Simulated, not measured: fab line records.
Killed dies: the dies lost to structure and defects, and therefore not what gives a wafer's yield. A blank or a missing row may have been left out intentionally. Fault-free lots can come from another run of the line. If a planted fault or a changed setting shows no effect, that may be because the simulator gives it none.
fab line records	flow nandHarc
record lots=14	wafers=42	lastDay=33
route steps=1302 shown A_SOURCE_PLATE@416 A_ONON_D1@427 END@1302
lots with no fault: from the same line, run without faults
startH: hours from the record's first day to the start of the lot's first wafer shown	waitH: how many hours have passed since the lot's step before this one	" unchanged from the row above	L1.1+2: a single row standing in for several wafers	- no value, or no start was given	* or withheld: withheld	< > ~ a bound
route shown NAME@n: NAME is a module with steps in the file, n the number in the route of the first one	usual: mean/standard deviation taken from wafers without a fault	same: alike in all rows	chamber/n: place in a boat	sites: each site's reading	_std_site: the values' standard deviation	_edge_site: the outer-site mean with the inner-site mean subtracted	radiusMm: how far each site lies from the wafer's centre	mask NAME#n: copy n	behind: the last tool/chamber to shape the wafer	hold: reason for holding the lot/hours on hold/outcome of the hold	device: which transistor (n, p or np) failed to switch	end of line: tests of these same wafers at the route's end	a step given without rows: its recipe and nothing more	killed: count of dies lost to structure and defects at first sort (not the wafer's yield)	map: the dies of a wafer, with x for killed, . for not killed, _ for no die there
set.NAME: the setting that was run; set.NAME@STEP: the one run at that earlier step	model.NAME: the simulator's own value behind a step, which no gauge read
steps of the route over a sample of lots; a table a step, a row a wafer
services: when a tool's chamber went out of use (startH, in hours from the record's first day, below 0 if earlier), for how many hours, and the reason
## steps
# step NHARC_A_SOURCE_PLATE_THK_MEAS_09
# recipe thkMeasGauge=ellipsometry
# usual thkNm=9.7/1
lot.wafer	tool	chamber	startH	waitH	thkNm
L380.2	filmMetro-01	-	150.47	0.4	9.4
L380.3	"	-	"	"	9.7
L380.4	"	-	"	"	10.8
L381.2	filmMetro-01	-	156.12	0.4	9.5
L381.3	"	-	"	"	8.9
L381.5	"	-	"	"	10.3
L382.1	filmMetro-01	-	167.12	0.4	10.2
L382.5	"	-	"	"	9.6
L382.6	"	-	"	"	9.4
L385.2	filmMetro-02	-	204.62	0.4	9.6
L385.4	"	-	"	"	7.9
L385.5	"	-	"	"	7.7
L386.3	filmMetro-01	-	204.62	0.4	8.0
L386.4	"	-	"	"	9.2
L386.6	"	-	"	"	9.0
L387.4	filmMetro-01	-	226.53	0.4	9.7
L387.5	"	-	"	"	9.9
L387.6	"	-	"	"	10.8
L388.1	filmMetro-02	-	234.14	0.4	8.4
L388.4	"	-	"	"	8.7
L388.5	"	-	"	"	10.2
L390.2	filmMetro-01	-	246.03	0.4	7.8
L390.3	"	-	"	"	11.0
L390.4	"	-	"	"	10.9
L391.1	filmMetro-01	-	262.20	0.4	9.4
L391.4	"	-	"	"	9.4
L391.5	"	-	"	"	9.6
L393.1	filmMetro-02	-	271.97	0.4	10.8
L393.2	"	-	"	"	9.9
L393.3	"	-	"	"	9.3
L395.1	filmMetro-01	-	301.29	0.4	10.9
L395.2	"	-	"	"	10.3
L395.3	"	-	"	"	9.1
L397.1	filmMetro-02	-	323.63	0.4	11.0
L397.3	"	-	"	"	9.9
L397.5	"	-	"	"	10.0
L400.1	filmMetro-01	-	355.28	0.4	10.4
L400.4	"	-	"	"	9.3
L400.5	"	-	"	"	8.4
L403.1	filmMetro-02	-	373.80	0.4	9.7
L403.5	"	-	"	"	10.0
L403.6	"	-	"	"	10.6
# step NHARC_A_SOURCE_PLATE_THK_MEAS_06
# recipe thkMeasGauge=ellipsometry
# usual thkNm=199.2/2.4
lot.wafer	tool	chamber	startH	waitH	thkNm
L380.2	filmMetro-02	-	163.44	0.4	197.3
L380.3	"	-	"	"	199.7
L380.4	"	-	"	"	199.1
L381.2	filmMetro-01	-	168.64	0.4	195.4
L381.3	"	-	"	"	197.2
L381.5	"	-	"	"	199.9
L382.1	filmMetro-01	-	179.54	0.4	199.2
L382.5	"	-	"	"	195.7
L382.6	"	-	"	"	196.7
L385.2	filmMetro-01	-	217.49	0.4	199.9
L385.4	"	-	"	"	202.9
L385.5	"	-	"	"	201.3
L386.3	filmMetro-02	-	217.50	0.4	200.6
L386.4	"	-	"	"	199.7
L386.6	"	-	"	"	199.2
L387.4	filmMetro-01	-	240.72	0.4	200.9
L387.5	"	-	"	"	200.5
L387.6	"	-	"	"	198.7
L388.1	filmMetro-01	-	246.82	0.4	195.8
L388.4	"	-	"	"	198.7
L388.5	"	-	"	"	196.6
L390.2	filmMetro-01	-	259.02	0.4	199.6
L390.3	"	-	"	"	198.4
L390.4	"	-	"	"	199.1
L391.1	filmMetro-02	-	275.21	0.4	198.4
L391.4	"	-	"	"	198.1
L391.5	"	-	"	"	201.7
L393.1	filmMetro-02	-	285.00	0.4	198.6
L393.2	"	-	"	"	199.0
L393.3	"	-	"	"	198.2
L395.1	filmMetro-01	-	314.85	0.4	203.8
L395.2	"	-	"	"	202.4
L395.3	"	-	"	"	204.0
L397.1	filmMetro-01	-	338.72	0.4	203.7
L397.3	"	-	"	"	203.6
L397.5	"	-	"	"	202.4
L400.1	filmMetro-01	-	369.02	0.4	199.2
L400.4	"	-	"	"	197.5
L400.5	"	-	"	"	199.3
L403.1	filmMetro-01	-	386.77	0.4	201.0
L403.5	"	-	"	"	199.2
L403.6	"	-	"	"	202.9
# step NHARC_A_ONON_D1_THK_MEAS_05
# recipe thkMeasGauge=ellipsometry
# usual thkNm=1000/9.9
lot.wafer	tool	chamber	startH	waitH	thkNm
L380.2	filmMetro-01	-	164.69	-	1022
L380.3	"	-	"	"	1023
L380.4	"	-	"	"	1022
L381.2	filmMetro-02	-	169.89	-	1009
L381.3	"	-	"	"	1010
L381.5	"	-	"	"	1010
L382.1	filmMetro-02	-	180.79	-	991
L382.5	"	-	"	"	993
L382.6	"	-	"	"	992
L385.2	filmMetro-02	-	218.70	-	990
L385.4	"	-	"	"	988
L385.5	"	-	"	"	987
L386.3	filmMetro-01	-	218.70	-	1004
L386.4	"	-	"	"	1006
L386.6	"	-	"	"	1004
L387.4	filmMetro-02	-	241.97	-	981
L387.5	"	-	"	"	979
L387.6	"	-	"	"	981
L388.1	filmMetro-01	-	248.05	-	998
L388.4	"	-	"	"	997
L388.5	"	-	"	"	1000
L390.2	filmMetro-01	-	260.21	-	1002
L390.3	"	-	"	"	1003
L390.4	"	-	"	"	1003
L391.1	filmMetro-02	-	276.42	-	995
L391.4	"	-	"	"	997
L391.5	"	-	"	"	996
L393.1	filmMetro-01	-	286.26	-	993
L393.2	"	-	"	"	995
L393.3	"	-	"	"	992
L395.1	filmMetro-02	-	316.06	-	995
L395.2	"	-	"	"	995
L395.3	"	-	"	"	994
L397.1	filmMetro-01	-	339.92	-	988
L397.3	"	-	"	"	987
L397.5	"	-	"	"	987
L400.1	filmMetro-02	-	370.27	-	1000
L400.4	"	-	"	"	1002
L400.5	"	-	"	"	1001
L403.1	filmMetro-01	-	387.97	-	1010
L403.5	"	-	"	"	1012
L403.6	"	-	"	"	1011
# step NHARC_A_ONON_D1_DEP_06
# recipe targetThkA=10000	n2FlowSccm=2750	n2oFlowSccm=2000	nh3FlowSccm=500	sih4FlowSccm=210	tempC=400
# usual n2oFlowSccm=2000/5.6
lot.wafer	tool	chamber	startH	waitH	n2oFlowSccm
L380.2	pecvdOnon-02	0	164.81	0.1	1996
L380.3	"	0	"	"	1992
L380.4	"	0	"	"	1991
L381.2	pecvdOnon-02	0	170.00	0.1	1996
L381.3	"	0	"	"	1994
L381.5	"	0	"	"	1995
L382.1	pecvdOnon-03	0	180.85	0.1	1998
L382.5	"	0	"	"	1996
L382.6	"	0	"	"	2005
L385.2	pecvdOnon-04	0	218.81	0.1	2000
L385.4	"	0	"	"	1997
L385.5	"	0	"	"	1994
L386.3	pecvdOnon-02	0	218.87	0.2	1991
L386.4	"	0	"	"	2007
L386.6	"	0	"	"	2011
L387.4	pecvdOnon-04	0	242.20	0.2	1991
L387.5	"	0	"	"	1995
L387.6	"	0	"	"	1995
L388.1	pecvdOnon-02	0	248.10	0.1	2001
L388.4	"	0	"	"	2000
L388.5	"	0	"	"	2000
L390.2	pecvdOnon-02	0	260.33	0.1	2003
L390.3	"	0	"	"	2006
L390.4	"	0	"	"	2000
L391.1	pecvdOnon-02	0	276.47	0.1	2005
L391.4	"	0	"	"	2016
L391.5	"	0	"	"	2010
L393.1	pecvdOnon-04	0	286.31	0.1	2001
L393.2	"	0	"	"	1997
L393.3	"	0	"	"	2011
L395.1	pecvdOnon-03	0	316.12	0.1	1998
L395.2	"	0	"	"	1997
L395.3	"	0	"	"	1988
L397.1	pecvdOnon-03	0	339.97	0.1	1990
L397.3	"	0	"	"	1999
L397.5	"	0	"	"	1990
L400.1	pecvdOnon-03	0	370.32	0.1	1999
L400.4	"	0	"	"	1997
L400.5	"	0	"	"	2005
L403.1	pecvdOnon-04	0	388.02	0.1	1997
L403.5	"	0	"	"	1997
L403.6	"	0	"	"	1992
# step NHARC_A_ONON_D1_THK_MEAS_08
# recipe thkMeasGauge=ellipsometry
# usual thkNm=999/9.9
lot.wafer	tool	chamber	startH	waitH	thkNm
L380.2	filmMetro-02	-	165.26	-	994
L380.3	"	-	"	"	995
L380.4	"	-	"	"	997
L381.2	filmMetro-01	-	170.46	-	1015
L381.3	"	-	"	"	1014
L381.5	"	-	"	"	1013
L382.1	filmMetro-02	-	181.36	-	994
L382.5	"	-	"	"	993
L382.6	"	-	"	"	992
L385.2	filmMetro-02	-	219.27	-	997
L385.4	"	-	"	"	999
L385.5	"	-	"	"	1002
L386.3	filmMetro-01	-	219.27	-	1005
L386.4	"	-	"	"	1004
L386.6	"	-	"	"	1003
L387.4	filmMetro-02	-	242.54	-	986
L387.5	"	-	"	"	987
L387.6	"	-	"	"	986
L388.1	filmMetro-01	-	248.64	-	996
L388.4	"	-	"	"	996
L388.5	"	-	"	"	997
L390.2	filmMetro-02	-	260.78	-	984
L390.3	"	-	"	"	985
L390.4	"	-	"	"	984
L391.1	filmMetro-02	-	276.99	-	989
L391.4	"	-	"	"	987
L391.5	"	-	"	"	988
L393.1	filmMetro-01	-	286.83	-	1014
L393.2	"	-	"	"	1015
L393.3	"	-	"	"	1014
L395.1	filmMetro-01	-	316.63	-	988
L395.2	"	-	"	"	988
L395.3	"	-	"	"	987
L397.1	filmMetro-02	-	340.48	-	1435
L397.3	"	-	"	"	989
L397.5	"	-	"	"	989
L400.1	filmMetro-01	-	370.83	-	1434
L400.4	"	-	"	"	1434
L400.5	"	-	"	"	988
L403.1	filmMetro-01	-	388.53	-	995
L403.5	"	-	"	"	994
L403.6	"	-	"	"	996
# step NHARC_END_SORT_01
# recipe tempC=25
# usual killedAtArray=59/21	killedAtOther=1.0/1.1	killedAtPeriphery=4.0/2.6	killedDies=64/21	killedOpen=3.2/1.7	killedShort=2.5/1.5
# same grossDies=677
lot.wafer	tool	chamber	startH	waitH	killedAtArray	killedAtOther	killedAtPeriphery	killedDies	killedOpen	killedShort
L385.2	prober-01	0	630.15	2.8	55	0	1	56	5	2
L385.4	prober-01	0	631.74	3.4	53	1	2	56	4	0
L385.5	prober-01	0	632.53	3.7	51	0	4	55	1	3
L388.1	prober-01	0	653.20	2.5	66	2	4	72	2	2
L388.4	prober-01	0	655.60	3.4	51	5	3	59	4	3
L388.5	prober-01	0	656.40	3.7	60	3	3	66	3	2
L391.1	prober-01	0	673.40	2.5	33	1	3	37	4	3
L391.4	prober-01	0	675.79	3.4	35	1	3	39	4	1
L391.5	prober-01	0	676.59	3.7	38	0	2	40	4	2
L397.1	prober-01	0	764.43	2.5	669	3	5	677	4	4
L397.3	prober-01	0	766.01	3.1	97	1	0	98	4	1
L397.5	prober-01	0	767.60	3.7	88	0	8	96	0	1
L400.1	prober-02	0	774.18	2.5	672	0	5	677	4	1
L400.4	prober-02	0	776.58	3.4	670	4	3	677	4	1
L400.5	prober-02	0	777.39	3.7	47	1	2	50	3	1
# killed by level:class
L385.2 A_SLIT:chamberFilmFlake=23 A_CHANNEL_HOLE_D2:chamberFilmFlake=12 A_CONTACT:chamberFilmFlake=7 A_STAIRCASE:chamberFilmFlake=3 A_ONON_D1:geometricParticle:open=2 A_CHANNEL_HOLE_D1:chamberFilmFlake=2 A_CHANNEL_HOLE_D1:geometricParticle:short=1 A_DECK1_JOINT:geometricParticle:short=1
L385.4 A_SLIT:chamberFilmFlake=25 A_CHANNEL_HOLE_D2:chamberFilmFlake=9 A_CONTACT:chamberFilmFlake=5 A_M1:chamberFilmFlake=4 A_CHANNEL_HOLE_D1:chamberFilmFlake=3 A_M1:geometricParticle:open=2 A_STAIRCASE:chamberFilmFlake=2 P_M1:geometricParticle:open=1
L385.5 A_SLIT:chamberFilmFlake=22 A_CHANNEL_HOLE_D2:chamberFilmFlake=8 A_CONTACT:chamberFilmFlake=7 A_CHANNEL_HOLE_D1:chamberFilmFlake=4 P_GATE:chamberFilmFlake=3 A_STAIRCASE:chamberFilmFlake=2 A_M1:chamberFilmFlake=2 A_ONON_D1:geometricParticle:short=1
L388.1 A_SLIT:chamberFilmFlake=30 A_CHANNEL_HOLE_D2:chamberFilmFlake=15 A_CHANNEL_HOLE_D1:chamberFilmFlake=7 A_CONTACT:chamberFilmFlake=6 THIN_TSV:chamberFilmFlake=2 A_WL_FILL:chamberFilmFlake=2 P_CONTACT:geometricParticle:open=1 P_M0:geometricParticle:short=1
L388.4 A_SLIT:chamberFilmFlake=23 A_CHANNEL_HOLE_D2:chamberFilmFlake=12 THIN_TSV:chamberFilmFlake=5 A_STAIRCASE:chamberFilmFlake=4 A_CONTACT:chamberFilmFlake=3 P_ZERO_WELL:chamberFilmFlake=2 A_CHANNEL_HOLE_D1:chamberFilmFlake=2 P_GATE:geometricParticle:open=1
L388.5 A_SLIT:chamberFilmFlake=31 A_CHANNEL_HOLE_D2:chamberFilmFlake=13 A_CONTACT:chamberFilmFlake=5 A_STAIRCASE:chamberFilmFlake=4 THIN_TSV:chamberFilmFlake=3 P_GATE:geometricParticle:open=1 P_M0:geometricParticle:open=1 A_ONON_D1:geometricParticle:open=1
L391.1 A_CHANNEL_HOLE_D2:chamberFilmFlake=13 A_CHANNEL_HOLE_D1:chamberFilmFlake=5 A_SLIT:chamberFilmFlake=3 P_ZERO_WELL:chamberFilmFlake=2 A_DECK1_JOINT:chamberFilmFlake=2 A_WL_FILL:chamberFilmFlake=2 P_GATE:geometricParticle:open=1 A_ONON_D1:geometricParticle:open=1
L391.4 A_CHANNEL_HOLE_D2:chamberFilmFlake=18 A_CHANNEL_HOLE_D1:chamberFilmFlake=6 A_BLC:geometricParticle:open=2 P_ZERO_WELL:chamberFilmFlake=2 A_SLIT:chamberFilmFlake=2 P_CONTACT:geometricParticle:open=1 A_CHANNEL_HOLE_D2:geometricParticle:open=1 A_M1:geometricParticle:short=1
L391.5 A_CHANNEL_HOLE_D2:chamberFilmFlake=21 A_CHANNEL_HOLE_D1:chamberFilmFlake=4 A_CONTACT:chamberFilmFlake=4 A_SLIT:chamberFilmFlake=3 A_CHANNEL_HOLE_D2:geometricParticle:short=2 P_CONTACT:geometricParticle:open=1 P_M0:geometricParticle:open=1 A_DECK1_JOINT:geometricParticle:open=1
L397.1 A_ONON_D1:areaDep=559 A_CHANNEL_HOLE_D1:chamberFilmFlake=35 A_SLIT:chamberFilmFlake=29 A_CHANNEL_HOLE_D2:chamberFilmFlake=28 A_CONTACT:chamberFilmFlake=7 THIN_TSV:chamberFilmFlake=3 P_GATE:chamberFilmFlake=2 P_CONTACT:geometricParticle:short=1
L397.3 A_SLIT:chamberFilmFlake=34 A_CHANNEL_HOLE_D1:chamberFilmFlake=28 A_CHANNEL_HOLE_D2:chamberFilmFlake=22 A_CONTACT:chamberFilmFlake=3 A_M0:geometricParticle:open=2 A_CHANNEL_FILL_D2:chamberFilmFlake=2 A_STAIRCASE:chamberFilmFlake=2 A_DECK1_JOINT:geometricParticle:open=1
L397.5 A_SLIT:chamberFilmFlake=31 A_CHANNEL_HOLE_D1:chamberFilmFlake=27 A_CHANNEL_HOLE_D2:chamberFilmFlake=20 A_CONTACT:chamberFilmFlake=4 P_STI:chamberFilmFlake=3 P_GATE:chamberFilmFlake=3 A_STAIRCASE:chamberFilmFlake=2 P_STI:geometricParticle:short=1
L400.1 A_ONON_D1:areaDep=633 A_SLIT:chamberFilmFlake=30 A_CONTACT:chamberFilmFlake=4 A_CHANNEL_HOLE_D2:chamberFilmFlake=2 P_STI:geometricParticle:short=1 P_M0:geometricParticle:open=1 P_M1:geometricParticle:open=1 A_ONON_D1:geometricParticle:open=1
L400.4 A_ONON_D1:areaDep=624 A_SLIT:chamberFilmFlake=33 A_STAIRCASE:chamberFilmFlake=7 A_CONTACT:chamberFilmFlake=3 THIN_TSV:chamberFilmFlake=3 P_CONTACT:geometricParticle:short=1 P_M0:geometricParticle:open=1 A_SOURCE_PLATE:geometricParticle:open=1
L400.5 A_SLIT:chamberFilmFlake=34 A_CHANNEL_FILL_D1:chamberFilmFlake=3 A_CHANNEL_HOLE_D1:chamberFilmFlake=2 A_STAIRCASE:chamberFilmFlake=2 A_CONTACT:chamberFilmFlake=2 P_GATE:geometricParticle:open=1 A_SGD_CUT:geometricParticle:open=1 A_WL_FILL:geometricParticle:short=1
## services
tool	chamber	startH	hours	kind
pecvdOnon-02	-	185.20	13.0	pm
pecvdOnon-03	-	227.04	13.0	pm
pecvdOnon-04	-	311.05	13.0	pm
pecvdOnon-02	-	366.20	13.0	pm
## key
firstSign step=NHARC_A_ONON_D1_THK_MEAS_08	reading=thkNm	direction=up	sigmas=44	usual=999	struck=1434
effect step=NHARC_END_SORT_01	reading=killedAtArray	direction=up	sigmas=29	usual=59	struck=670
moreKillsBornAt NHARC_A_ONON_D1_DEP_06@pecvdOnon-03=1816
metAt NHARC_A_ONON_D1_DEP_06
struckLots L397,L400
struckWafers L397.1,L400.1,L400.4
laterRowsLeftOut L397.1,L400.1,L400.4
testerLeftOut L397,L400
notActingAt NHARC_A_SOURCE_PLATE_THK_MEAS_09,NHARC_A_SOURCE_PLATE_THK_MEAS_06,NHARC_A_ONON_D1_THK_MEAS_05
onsetBetween 316.12 339.97
fault kind=processParameterDrift	tool=pecvdOnon-03	chamber=-	onsetH=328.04	steps=NHARC_A_ONON_D1_DEP_06	channel=targetThkA	offset=*	shape=step	endH=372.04	scope=struckWafersOnly	actsIn=*	stated=*
# testerLeftOut: of these lots the tester's yield and bins aren't shown, on N5 and GAA mostly nor the transistor test; their killed dies are dies lost to structure and defects alone, not to doping, threshold or leakage, so they don't give the yield
# laterRowsLeftOut: the simulator's readings of these wafers behind a module that went badly wrong aren't trusted and aren't shown, but for the sort
